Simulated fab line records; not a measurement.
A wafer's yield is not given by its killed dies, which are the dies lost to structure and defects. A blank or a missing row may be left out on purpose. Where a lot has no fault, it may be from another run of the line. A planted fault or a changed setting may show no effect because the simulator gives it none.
fab line records ; flow n5_finfet ; part 2 of 2: steps 5 to 6 of 6
[record] lots = 22; wafers = 66; last_day = 19
route steps=1938 shown HKMG_FIN@419 GATE_CUT@493
lots that met no fault: taken from a fault-free run of the same line
start_h: start of the lot's first displayed wafer, in hours after the record's first day ; wait_h: time in hours since the lot's previous step ; " repeats the value in the row above ; L1.1+2: several wafers, shown together as one row ; - value missing, or start not given ; * or withheld: withheld ; < > ~ a bound
route shown NAME@n: names a module that has steps shown in the file, with the first one's number in the route ; usual: mean and standard deviation over wafers with no fault ; same: alike in all rows ; chamber/n: place in a boat ; sites: readings site by site ; _std_site: the standard deviation of these ; _edge_site: the outer-site mean with the inner-site mean subtracted ; radius_mm: how far each site lies from the wafer's centre ; mask NAME#n: copy n ; behind: the tool/chamber that last shaped the wafer ; hold: what put the lot on hold/how long, in hours/how the hold closed ; device: the n, p or np transistor that did not switch ; end of line: the tests these same wafers got at the end of their route ; a step without rows: its recipe alone ; killed: count of dies lost to structure and defects at first sort (not the wafer's yield) ; map: a wafer's dies, x killed, . not, _ none there
set.NAME: the run value of the setting; set.NAME@STEP: its run value at that earlier step ; model.NAME: the simulator's own value behind a step, which no gauge read
the route's steps for a sample of lots (tables are steps, rows are wafers)
services: a tool's chamber out of use, with start hour (start_h, from the record's first day; less than 0 if before it), hours out, and reason
[[steps]]
[step N5_HKMG_FIN_STRIP_92]
[recipe] chemistry = N2/H2; material = SOC; time_s = 20; power_w = 500; temp_c = 40; pressure_mtorr = 50; rf_frequency_hz = 6e+07; bias_power_w = 8; h2_frac = 0.5; n2_flow_sccm = 300; h2_flow_sccm = 300
[usual] drypump_motor_current_A = 5.5/0.37; oes_product_au = 0.82/0.097; rf_vpp_V = 54.3/0.81; showerhead_plenum_p_Torr = 3.36/0.12; throttle_valve_pct = 18.9/0.35
lot.wafer;tool;chamber;start_h;wait_h;drypump_motor_current_A;oes_product_au;rf_hours_counter_h;rf_vpp_V;showerhead_plenum_p_Torr;throttle_valve_pct
L074.2;rie_diel-01;1;78.15;0.1;5.2;0.71;217;55.3;3.47;19.0
L074.3;rie_diel-01;2;78.15;0.1;6.0;0.71;196;53.9;3.19;19.4
L074.5;rie_diel-01;0;78.15;0.1;5.5;0.67;-;54.2;3.30;19.3
L075.1;rie_diel-04;3;81.61;0.1;5.9;0.70;235;54.6;3.18;19.6
L075.2;rie_diel-04;0;81.61;0.1;5.1;0.70;227;53.1;3.30;18.8
L075.6;rie_diel-04;2;81.61;0.1;5.4;0.85;-;55.5;3.40;18.3
L076.1;rie_diel-03;3;89.41;0.1;5.5;0.82;64;55.0;3.55;18.7
L076.3;rie_diel-03;2;89.41;0.1;5.5;0.80;96;56.2;3.26;19.1
L076.6;rie_diel-03;1;89.41;0.1;5.3;0.96;-;55.0;3.55;18.6
L077.1;rie_diel-03;0;95.99;0.1;5.4;0.77;111;54.1;3.26;18.6
L077.4;rie_diel-03;2;95.99;0.1;5.6;0.80;99;53.6;3.26;19.1
L077.5;rie_diel-03;3;95.99;0.1;5.5;0.82;-;54.5;3.55;18.7
L078.1;rie_diel-03;3;97.78;0.1;5.5;0.81;66;53.3;3.54;18.7
L078.3;rie_diel-03;0;97.78;0.1;5.3;0.78;112;55.0;3.26;18.6
L078.5;rie_diel-03;2;97.78;0.1;5.6;0.80;-;55.0;3.26;19.1
L079.1;rie_diel-01;3;110.50;0.1;5.0;0.98;4;52.9;3.42;18.6
L079.4;rie_diel-01;2;110.50;0.1;6.0;0.70;211;53.6;3.19;19.4
L079.6;rie_diel-01;2;110.50;0.1;6.0;0.70;-;54.3;3.19;19.4
L080.2;rie_diel-03;1;114.71;0.1;5.4;0.93;18;54.7;3.55;18.6
L080.5;rie_diel-03;1;114.71;0.1;5.4;0.94;-;54.9;3.55;18.6
L080.6;rie_diel-03;2;114.71;0.1;5.6;0.79;-;54.1;3.26;19.1
L082.2;rie_diel-03;2;126.70;0.1;5.6;0.78;106;53.3;3.26;19.1
L082.4;rie_diel-03;3;126.70;0.1;5.5;0.81;74;55.1;3.54;18.7
L082.5;rie_diel-03;0;126.70;0.1;5.4;0.77;-;53.1;3.25;18.7
L083.1;rie_diel-01;3;131.80;0.1;5.0;0.96;11;55.0;3.41;18.6
L083.4;rie_diel-01;2;131.80;0.1;6.0;0.71;-;54.1;3.18;19.4
L083.5;rie_diel-01;3;131.80;0.1;4.9;0.96;-;54.5;3.41;18.6
L084.1;rie_diel-01;2;139.46;0.1;5.9;0.71;222;55.1;3.18;19.4
L084.5;rie_diel-01;2;139.46;0.1;6.0;0.70;-;53.1;3.18;19.5
L084.6;rie_diel-01;1;139.46;0.1;5.2;0.69;-;55.0;3.46;19.0
L085.1;rie_diel-03;2;144.03;0.1;5.6;0.78;112;53.1;3.25;19.1
L085.4;rie_diel-03;3;144.03;0.1;5.5;0.80;-;53.4;3.54;18.7
L085.5;rie_diel-03;2;144.03;0.1;5.6;0.78;-;53.7;3.25;19.1
L086.1;rie_diel-01;2;146.55;0.1;5.9;0.70;226;54.5;3.18;19.5
L086.2;rie_diel-01;1;146.55;0.1;5.3;0.69;247;54.4;3.46;19.0
L086.4;rie_diel-01;1;146.55;0.1;5.2;0.70;-;55.2;3.46;19.0
L087.1;rie_diel-04;0;155.97;0.1;5.1;0.68;257;53.5;3.28;18.8
L087.5;rie_diel-04;0;155.97;0.1;5.1;0.68;-;54.1;3.28;18.8
L087.6;rie_diel-04;1;155.97;0.1;6.5;0.88;-;52.6;3.28;19.6
L088.2;rie_diel-01;3;161.59;0.1;4.9;0.93;23;54.1;3.41;18.6
L088.3;rie_diel-01;0;161.59;0.1;5.5;0.92;6;54.7;3.29;19.0
L088.5;rie_diel-01;3;161.59;0.1;4.9;0.92;-;53.7;3.41;18.6
L089.1;rie_diel-01;0;167.71;0.1;5.5;0.92;9;55.4;3.29;19.0
L089.3;rie_diel-01;3;167.71;0.1;4.9;0.93;26;54.7;3.41;18.6
L089.4;rie_diel-01;0;167.71;0.1;5.5;0.92;-;53.3;3.29;19.0
L090.4;rie_diel-03;3;173.93;0.1;5.5;0.78;89;54.7;3.53;18.7
L090.5;rie_diel-03;2;173.93;0.1;5.6;0.76;-;52.7;3.25;19.1
L090.6;rie_diel-03;1;173.93;0.1;5.3;0.91;-;55.3;3.54;18.6
L091.1;rie_diel-01;1;176.59;0.1;5.3;0.98;0;54.3;3.45;18.7
L091.2;rie_diel-01;0;176.59;0.1;5.5;0.89;13;53.3;3.28;19.0
L091.4;rie_diel-01;2;176.59;0.1;6.0;0.69;239;54.2;3.17;19.5
L092.4;rie_diel-03;1;183.54;0.1;5.3;0.90;37;55.6;3.54;18.6
L092.5;rie_diel-03;1;183.54;0.1;5.3;0.91;-;55.0;3.54;18.6
L092.6;rie_diel-03;2;183.54;0.1;5.5;0.77;-;56.0;3.25;19.1
L094.1;rie_diel-04;2;197.05;0.1;5.5;0.80;101;53.6;3.38;18.3
L094.2;rie_diel-04;1;197.05;0.1;6.5;0.87;58;53.1;3.27;19.6
L094.3;rie_diel-04;3;197.05;0.1;5.9;0.94;16;53.7;3.57;19.2
L095.1;rie_diel-04;3;201.22;0.1;5.9;0.93;17;55.0;3.57;19.3
L095.3;rie_diel-04;2;201.22;0.1;5.5;0.79;102;54.2;3.38;18.3
L095.5;rie_diel-04;2;201.22;0.1;5.4;0.80;-;54.7;3.38;18.3
L096.1;rie_diel-01;3;209.00;0.1;5.0;0.90;39;54.6;3.40;18.7
L096.5;rie_diel-01;0;209.00;0.1;5.5;0.88;-;54.0;3.28;19.0
L096.6;rie_diel-01;3;209.00;0.1;5.0;0.91;-;54.7;3.40;18.7
L097.1;rie_diel-01;0;216.04;0.1;5.5;0.88;27;54.6;3.28;19.0
L097.3;rie_diel-01;1;216.04;0.1;5.2;0.92;14;53.6;3.45;18.7
L097.5;rie_diel-01;3;216.04;0.1;5.0;0.89;-;55.1;3.40;18.7
[step N5_GATE_CUT_ETCH_37]
[recipe] chemistry = N2/H2; target = SOC; target_depth_a = 600; overetch_a = 120; mask_material = SiARC; temp_c = 40; time_s = 90; ion_energy_ev = 200; pressure_mtorr = 30; source_w = 840; bias_w = 150; n2_flow_sccm = 200; h2_flow_sccm = 200
[usual] drypump_motor_current_A = 5.6/0.43; oes_product_au = 0.69/0.065; rf_vpp_V = 524.0/2.1; showerhead_plenum_p_Torr = 2.55/0.064; throttle_valve_pct = 17.88/0.23
lot.wafer;tool;chamber;start_h;wait_h;drypump_motor_current_A;oes_product_au;rf_hours_counter_h;rf_vpp_V;showerhead_plenum_p_Torr;throttle_valve_pct
L074.2;rie_diel-06;1;86.39;0.0;6.5;0.63;202;523.3;2.54;18.03
L074.3;rie_diel-06;0;86.39;0.0;5.2;0.74;85;522.4;2.47;18.03
L074.5;rie_diel-06;1;86.39;0.0;6.5;0.62;-;523.8;2.54;18.05
L075.1;rie_diel-06;2;89.99;0.0;5.7;0.69;151;526.1;2.65;17.91
L075.2;rie_diel-06;1;89.99;0.0;6.5;0.63;203;525.0;2.54;18.03
L075.6;rie_diel-06;1;89.99;0.0;6.5;0.63;-;522.8;2.54;18.02
L076.1;rie_diel-06;0;97.66;0.0;5.2;0.73;88;520.3;2.47;18.04
L076.3;rie_diel-06;2;97.66;0.0;5.7;0.69;153;526.5;2.65;17.91
L076.6;rie_diel-06;0;97.66;0.0;5.2;0.73;-;521.2;2.47;18.02
L077.1;rie_diel-05;3;103.95;0.0;5.1;0.63;221;523.7;2.50;18.06
L077.4;rie_diel-05;0;103.95;0.0;5.2;0.76;62;521.8;2.46;17.21
L077.5;rie_diel-05;0;103.95;0.0;5.2;0.77;-;522.3;2.46;17.20
L078.1;rie_diel-02;3;106.30;0.0;5.6;0.61;238;523.7;2.51;18.14
L078.3;rie_diel-02;2;106.30;0.0;6.0;0.69;134;524.5;2.55;17.72
L078.5;rie_diel-02;3;106.30;0.0;5.6;0.60;-;523.0;2.51;18.16
L079.1;rie_diel-05;1;118.42;0.0;5.6;0.65;195;527.8;2.63;17.75
L079.4;rie_diel-05;3;118.42;0.0;5.1;0.62;224;522.5;2.50;18.07
L079.6;rie_diel-05;0;118.42;0.0;5.2;0.77;-;521.5;2.46;17.22
L080.2;rie_diel-02;2;123.55;0.0;6.1;0.69;139;525.8;2.55;17.73
L080.5;rie_diel-02;0;123.55;0.0;5.1;0.64;-;524.6;2.62;18.10
L080.6;rie_diel-02;3;123.55;0.0;5.6;0.61;-;524.5;2.51;18.16
L082.2;rie_diel-06;3;135.12;0.0;5.7;0.66;170;527.1;2.64;17.91
L082.4;rie_diel-06;2;135.12;0.0;5.6;0.67;164;526.8;2.64;17.94
L082.5;rie_diel-06;0;135.12;0.0;5.2;0.72;-;520.9;2.47;18.03
L083.1;rie_diel-02;2;140.04;0.0;6.1;0.69;143;523.0;2.55;17.75
L083.4;rie_diel-02;1;140.04;0.0;5.6;0.78;31;523.0;2.50;17.84
L083.5;rie_diel-02;3;140.04;0.0;5.6;0.60;-;521.9;2.51;18.16
L084.1;rie_diel-02;0;147.23;0.0;5.1;0.64;184;525.6;2.62;18.11
L084.5;rie_diel-02;1;147.23;0.0;5.6;0.78;-;522.1;2.50;17.83
L084.6;rie_diel-02;2;147.23;0.0;6.1;0.69;-;523.4;2.55;17.75
L085.1;rie_diel-02;1;152.81;0.0;5.6;0.78;37;520.9;2.50;17.85
L085.4;rie_diel-02;2;152.81;0.0;6.0;0.69;-;525.1;2.55;17.75
L085.5;rie_diel-02;0;152.81;0.0;5.1;0.64;-;525.4;2.62;18.12
L086.1;rie_diel-05;3;154.82;0.0;5.1;0.62;235;522.5;2.49;18.09
L086.2;rie_diel-05;1;154.82;0.0;5.6;0.64;205;527.0;2.63;17.78
L086.4;rie_diel-05;0;154.82;0.0;5.3;0.76;75;521.7;2.45;17.24
L087.1;rie_diel-05;3;163.86;0.0;5.1;0.62;237;522.7;2.49;18.08
L087.5;rie_diel-05;0;163.86;0.0;5.2;0.75;-;521.2;2.45;17.24
L087.6;rie_diel-05;1;163.86;0.0;5.6;0.64;-;525.7;2.63;17.77
L088.2;rie_diel-06;1;169.44;0.0;6.6;0.61;222;522.5;2.53;18.08
L088.3;rie_diel-06;3;169.44;0.0;5.7;0.66;179;526.3;2.63;17.92
L088.5;rie_diel-06;1;169.44;0.0;6.6;0.62;-;522.7;2.53;18.08
L089.1;rie_diel-02;2;175.74;0.0;6.0;0.68;156;524.2;2.54;17.76
L089.3;rie_diel-02;1;175.74;0.0;5.6;0.76;44;522.9;2.50;17.84
L089.4;rie_diel-02;1;175.74;0.0;5.7;0.76;-;521.7;2.50;17.86
L090.4;rie_diel-02;1;182.02;0.0;5.6;0.76;47;521.7;2.49;17.86
L090.5;rie_diel-02;1;182.02;0.0;5.6;0.76;-;520.8;2.49;17.84
L090.6;rie_diel-02;0;182.02;0.0;5.1;0.63;-;526.8;2.61;18.15
L091.1;rie_diel-06;3;184.84;0.0;5.7;0.65;183;526.4;2.63;17.93
L091.2;rie_diel-06;1;184.84;0.0;6.5;0.60;227;523.8;2.53;18.07
L091.4;rie_diel-06;2;184.84;0.0;5.7;0.66;176;526.6;2.64;17.94
L092.4;rie_diel-02;3;191.27;0.0;5.6;0.84;3;521.8;2.51;17.70
L092.5;rie_diel-02;3;191.27;0.0;5.6;0.85;-;522.6;2.51;17.70
L092.6;rie_diel-02;0;191.27;0.0;5.1;0.63;-;525.9;2.61;18.13
L094.1;rie_diel-02;3;204.97;0.0;5.7;0.84;5;523.6;2.50;17.70
L094.2;rie_diel-02;0;204.97;0.0;5.1;0.63;202;525.8;2.61;18.16
L094.3;rie_diel-02;2;204.97;0.0;6.0;0.68;164;523.9;2.54;17.78
L095.1;rie_diel-06;0;209.09;0.0;5.2;0.71;116;521.3;2.46;18.07
L095.3;rie_diel-06;3;209.09;0.0;5.6;0.65;189;526.1;2.63;17.94
L095.5;rie_diel-06;0;209.09;0.0;5.2;0.71;-;521.5;2.46;18.08
L096.1;rie_diel-02;1;217.18;0.0;5.7;0.75;56;521.8;2.49;17.88
L096.5;rie_diel-02;3;217.18;0.0;5.6;0.82;-;521.7;2.50;17.69
L096.6;rie_diel-02;2;217.18;0.0;6.1;0.67;-;521.3;2.54;17.79
L097.1;rie_diel-05;2;225.46;0.0;6.2;0.74;69;523.9;2.60;17.60
L097.3;rie_diel-05;0;225.46;0.0;5.2;0.74;91;522.3;2.45;17.26
L097.5;rie_diel-05;1;225.46;0.0;5.6;0.64;-;525.6;2.62;17.80
[[services]]
tool;chamber;start_h;hours;kind
ald_metal-03;-;54.62;0.4;repair
rie_diel-01;3;72.93;-;clean
rie_diel-01;3;72.93;-;consumable_replace:esc
rie_diel-01;3;72.93;-;consumable_replace:focus_ring
rie_diel-01;3;72.93;27.6;scheduled_down
rie_diel-04;1;80.43;8.6;repair
rie_diel-01;2;88.49;2.0;repair
ald_metal-03;0;93.51;3.0;repair
rie_diel-06;-;95.50;1.1;repair
ald_metal-03;3;103.73;3.1;repair
rie_diel-02;0;110.40;10.7;repair
rie_diel-03;-;111.08;2.8;pm
ald_metal-03;1;132.59;27.8;repair
rie_diel-02;-;134.86;0.7;repair
ald_metal-01;3;139.18;7.2;repair
ald_metal-03;0;142.20;16.5;repair
rie_diel-03;0;149.41;9.5;repair
rie_diel-04;2;165.85;1.5;repair
rie_diel-04;0;170.71;17.3;repair
rie_diel-01;3;183.63;4.1;repair
ald_metal-03;-;196.43;0.6;repair
rie_diel-02;3;205.74;6.4;repair
rie_diel-02;0;207.35;34.2;repair
ald_metal-03;-;210.27;1.3;repair
